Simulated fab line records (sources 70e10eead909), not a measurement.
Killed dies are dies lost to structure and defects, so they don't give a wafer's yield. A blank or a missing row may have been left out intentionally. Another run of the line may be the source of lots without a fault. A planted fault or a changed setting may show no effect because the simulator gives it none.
Struck lot and sound lot, side by side -- flow nand harc -- 15 out of 1159 route steps
Sound: these wafers, L773.1, L773.3, L773.5. Struck: wafer L786.5. (L786.2, L786.4 of the same lot were not struck and are left out.) The cause comes at the end.
For every step that has rows: the tool of each side, followed by ch and its chambers, followed by its first start. Under that, the readings that differ: sound wafers -- struck wafers -- difference of the means -- sigmas: that difference in standard deviations of wafers without a fault.
alike: readings whose means differ by less than 2 such deviations, and words and numbers that are the same on both sides. not compared: withheld readings, readings that some wafer has no value for, bounds like >300 that may hide the same value, and numbers for which the record gives no deviation and whose values overlap.
The two part at a step that has a row with sigmas, a row that says differs or no value, or rows on one side only. When numbers do not overlap yet have no deviation, they are printed without sigmas and do not part them. A reading missing from all wafers of one side parts the sides only when that side holds two or more wafers.

first, 4 steps without rows for these wafers: NHARC_A_BONDPAD_EBR_05; NHARC_A_BONDPAD_EXPOSE_06 (exposes mask A BPAD); NHARC_A_BONDPAD_PEB_07 (peb time 80 s); NHARC_A_BONDPAD_DEVELOP_08 (time 50 s).
NHARC_A_BONDPAD_CD_MEAS_09: target cd 500 nm.
  sound on cd sem-03 ch 0, day 18 15:55; struck on cd sem-02 ch 0, day 22 16:34
  alike: cd nm
NHARC_A_BONDPAD_OVL_MEAS_35:
  struck on overlay-02, day 22 16:39; sound on overlay-01, day 18 16:00
reading,sound,struck,difference,sigmas
overlay y nm (nm),-6 -5 -5,8,+13,+2
  alike: overlay x nm
then, 1 step without rows for these wafers: NHARC_A_BONDPAD_HARDBAKE_10 (time 65 s).
NHARC_A_BONDPAD_DESCUM_11: chemistry O2, time 3 s.
  sound on rie diel-07 ch 2,3, day 18 16:07; struck on rie diel-06 ch 0, day 22 16:46
  alike: drypump motor current A, oes product au, rf vpp V, showerhead plenum p Torr, throttle valve pct
  not compared: rf hours counter h
NHARC_A_BONDPAD_ETCH_34: etches the open film in N2/H2, target depth 60 nm, overetch 18 nm, time 65.91 s.
  sound on rie diel-07 ch 0,2, day 18 16:25; struck on rie diel-06 ch 3, day 22 16:53
  alike: drypump motor current A, oes product au, rf vpp V, showerhead plenum p Torr, throttle valve pct
  not compared: rf hours counter h
NHARC_A_BONDPAD_ETCH_12: etches the open film in CHF3/O2, target depth 220 nm, time 110 s.
  sound: rie diel-07 ch 1,3; struck: rie diel-06 ch 0
reading,sound,struck,difference,sigmas
drypump motor current A (A),6.0 6.2 6.0,5.0,-1.1,-2
  alike: oes product au, rf vpp V, showerhead plenum p Torr, throttle valve pct
  not compared: rf hours counter h
NHARC_A_BONDPAD_CD_MEAS_13:
  struck on cd sem-01, day 22 17:08; sound on cd sem-03, day 18 16:38
  alike: cd nm
NHARC_A_BONDPAD_STRIP_15: strips in O2.
  sound on rie diel-07 ch 1,2, day 18 16:43; struck on rie diel-06 ch 1, day 22 17:13
reading,sound,struck,difference,sigmas
showerhead plenum p Torr (Torr),3.33 3.45 3.33,3.62,+0.25,+2
  alike: drypump motor current A, oes product au, rf vpp V, throttle valve pct
  not compared: rf hours counter h
NHARC_A_BONDPAD_ETCH_24: etches the open film in CF4/N2, target depth 30 nm, time 72.99 s.
  sound on rie diel-07 ch 1,3, day 18 16:52; struck on rie diel-06 ch 1, day 22 17:24
reading,sound,struck,difference,sigmas
oes product au (a.u.),1.006 1.016 1.010,0.865,-0.146,-15
  alike: drypump motor current A, rf vpp V, showerhead plenum p Torr, throttle valve pct
  not compared: rf hours counter h
then, 1 step without rows for these wafers: NHARC_A_BONDPAD_STRIP_16 (strips in post etch residue remover, time 600 s).
NHARC_END_SORT_01:
  the record has rows for the sound wafers here (prober-02 ch 0, day 20 10:03) and none for the struck ones

== WHERE THEY PART ==
Earliest at NHARC_A_BONDPAD_OVL_MEAS_35; latest, in this record, at NHARC_END_SORT_01.

WHY: whatever the simulator had introduced
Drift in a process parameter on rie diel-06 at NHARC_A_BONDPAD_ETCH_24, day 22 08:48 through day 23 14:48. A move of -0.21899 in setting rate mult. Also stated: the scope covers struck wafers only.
